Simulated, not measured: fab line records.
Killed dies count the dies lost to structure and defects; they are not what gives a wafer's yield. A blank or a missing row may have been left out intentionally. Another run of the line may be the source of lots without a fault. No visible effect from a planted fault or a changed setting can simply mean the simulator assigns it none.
Chamber matching | flow nand-harc | ald-hk-01 running NHARC_A_STAIRCASE_ALD_420: 4 sister chambers
The step deposits SiO2, target thk 20 nm, pulse time 6 s, ald cycles 200. 8 wafers are shown with their chamber, then 9 later ones without.

== WAFERS, EACH WITH ITS CHAMBER ==
wafer  | chamber | heater-power-w (W) | precursor-pulse-height-rel
L082.6 | 0       | 465                | 0.996
L083.5 | 0       | 456                | 0.989
L080.1 | 1       | 478                | 1.005
L080.2 | 3       | 432                | 1.005
L080.4 | 2       | 505                | 0.994
L090.1 | 3       | 435                | 1.008
L090.2 | 1       | 483                | 1.009
L090.5 | 2       | 522                | 0.973

== WAFERS WITHOUT THEIR CHAMBER ==
wafer  | heater-power-w (W) | precursor-pulse-height-rel
L093.1 | 452                | 0.993
L093.2 | 526                | 1.022
L093.5 | 456                | 1.028
L097.3 | 427                | 0.998
L097.4 | 485                | 1.014
L097.6 | 437                | 0.989
L095.1 | 472                | 0.999
L095.2 | 434                | 1.005
L095.6 | 438                | 0.971

== WHICH CHAMBER EACH WENT THROUGH ==
wafer  | from the rows above          | in truth
L093.1 | can't be placed: 0 or 3      | 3
L093.2 | can't be placed: 2 or 1      | 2
L093.5 | can't be placed: 3 or 1 or 0 | 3
L097.3 | 3                            | 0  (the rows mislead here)
L097.4 | 1                            | 1
L097.6 | can't be placed: 3 or 0      | 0
L095.1 | can't be placed: 1 or 0      | 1
L095.2 | 3                            | 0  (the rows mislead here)
L095.6 | can't be placed: 0 or 3      | 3
Placed correctly: 1 of 9. Cannot be placed on the basis of these rows: 6; the candidates contain the true chamber in 6. 2 placed wrongly.
How it was worked out, from the rows above alone: a wafer's distance from a chamber is the root of the sum, over the readings, of the square of ((its reading less the chamber's mean) divided by the reading's scatter). If the next closest chamber is less than 2 further off than the closest, the wafer can't be placed; otherwise it belongs to the closest. The mean given for a chamber averages the wafers shown for that chamber. The scatter: the root of (the sum of the squares of (reading less its chamber's mean) over the shown wafers, divided by (wafers less chambers)).
